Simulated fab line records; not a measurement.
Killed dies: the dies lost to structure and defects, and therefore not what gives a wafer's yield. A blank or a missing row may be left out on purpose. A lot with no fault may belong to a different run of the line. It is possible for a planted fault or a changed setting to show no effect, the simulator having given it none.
Which of the tools did it? | flow nandHarc | 12 lots, 36 wafers sampled, at 2 steps of a route of 1159

WHAT EACH GAUGE READ, for each wafer
NHARC_P_M2_THK_MEAS_24: measures by xrf.
lot  | measured     | on           | thkNm (nm)
L075 | day 6 20:14  | filmMetro-01 | 143.8 145.9 144.2
L077 | day 7 07:02  | filmMetro-02 | 142.7 144.8 144.6
L079 | day 7 11:22  | filmMetro-01 | 146.8 145.0 140.6
L081 | day 8 01:23  | filmMetro-01 | 143.2 144.8 143.3
L083 | day 8 11:36  | filmMetro-02 | 143.3 145.2 145.6
L087 | day 9 08:56  | filmMetro-01 | 143.0 145.2 143.6
L085 | day 9 10:01  | filmMetro-01 | 143.3 143.1 146.7
L088 | day 10 04:16 | filmMetro-02 | 145.5 145.3 143.4
L090 | day 10 09:27 | filmMetro-01 | 145.1 143.5 143.1
L094 | day 11 10:27 | filmMetro-01 | 147.0 147.2 145.0
L095 | day 11 12:33 | filmMetro-02 | 145.2 144.5 145.9
L097 | day 11 17:31 | filmMetro-02 | 145.8 145.2 142.5

WHICH TOOL RAN EACH LOT (tool, then ch and the chambers of the sampled wafers, then the start)
lot  | NHARC_P_M2_DEGAS_29
L075 | pvdSputter-01, day 6 18:50
L077 | pvdSputter-02, day 7 05:36
L079 | pvdSputter-03, day 7 09:59
L081 | pvdSputter-02, day 7 23:58
L083 | pvdSputter-01, day 8 10:13
L087 | pvdSputter-03, day 9 07:33
L085 | pvdSputter-02, day 9 08:36
L088 | pvdSputter-03, day 10 02:19
L090 | pvdSputter-01, day 10 08:04
L094 | pvdSputter-01, day 11 08:56
L095 | pvdSputter-02, day 11 11:04
L097 | pvdSputter-03, day 11 16:02
- NHARC_P_M2_DEGAS_29: time 60 s.

THE ANSWER, worked out from the rows above alone
Rule: the lots themselves supply what counts as usual. Put in order of their means at a reading, lots are off if they are a third of the lots or fewer, leave a main group of 4 or more, and stand apart from it by a gap of 3 or more times the standard deviation of the main group's means; of several such gaps the widest counts. The tables above print the reading to a certain number of digits; a main group whose means all agree to those digits is not used. Also off: a lot with no number at a reading for which 4 or more lots have one. Where the step has rows for the other lots, those lots are counted as sound.
None of the lots is off at any reading shown; this tells nothing.

WHAT THE SIMULATOR HAD INSERTED
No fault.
